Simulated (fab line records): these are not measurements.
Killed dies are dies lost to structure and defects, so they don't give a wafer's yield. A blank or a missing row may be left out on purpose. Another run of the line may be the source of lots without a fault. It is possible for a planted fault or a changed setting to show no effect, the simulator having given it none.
Chamber matching	flow nand harc	pecvd-01 running NHARC_P_M0_DEP_32: 3 sister chambers
The step deposits SiCN, target thk 30 nm. 3 wafers are shown with their chamber, then 12 later ones without.

## EACH WAFER AND ITS CHAMBER
wafer	chamber	heater power w (W)
L086.2	2	612
L088.3	1	573
L088.4	0	681

## WAFERS MISSING THEIR CHAMBER
wafer	heater power w (W)
L089.1	580
L089.2	568
L089.3	693
L094.2	606
L094.3	554
L094.6	576
L094.1	563
L094.4	610
L094.5	554
L095.1	524
L095.3	531
L095.4	682

## THE CHAMBER EACH PASSED THROUGH
wafer	from the rows above	in truth
L089.1	can't be placed: 1 or 2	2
L089.2	can't be placed: 1 or 2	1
L089.3	0	0
L094.2	can't be placed: 2 or 1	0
L094.3	can't be placed: 1 or 2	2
L094.6	can't be placed: 1 or 2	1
L094.1	can't be placed: 1 or 2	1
L094.4	can't be placed: 2 or 1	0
L094.5	can't be placed: 1 or 2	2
L095.1	can't be placed: 1 or 2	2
L095.3	can't be placed: 1 or 2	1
L095.4	0	0
Correct placement for 2 of the 12. These rows do not allow placing 10 (true chamber among the candidates in 8). 0 placed wrongly.
How it was worked out, from the rows above alone: a wafer's distance from a chamber is the root of the sum, over the readings, of the square of ((its reading less the chamber's mean) divided by the reading's scatter). If the next closest chamber is less than 2 further off than the closest, the wafer can't be placed; otherwise it belongs to the closest. A chamber's mean is the mean of its shown wafers. The scatter (one wafer shown for each chamber): square how far every hidden wafer sits from the nearest shown wafer, average those squares and take the square root.
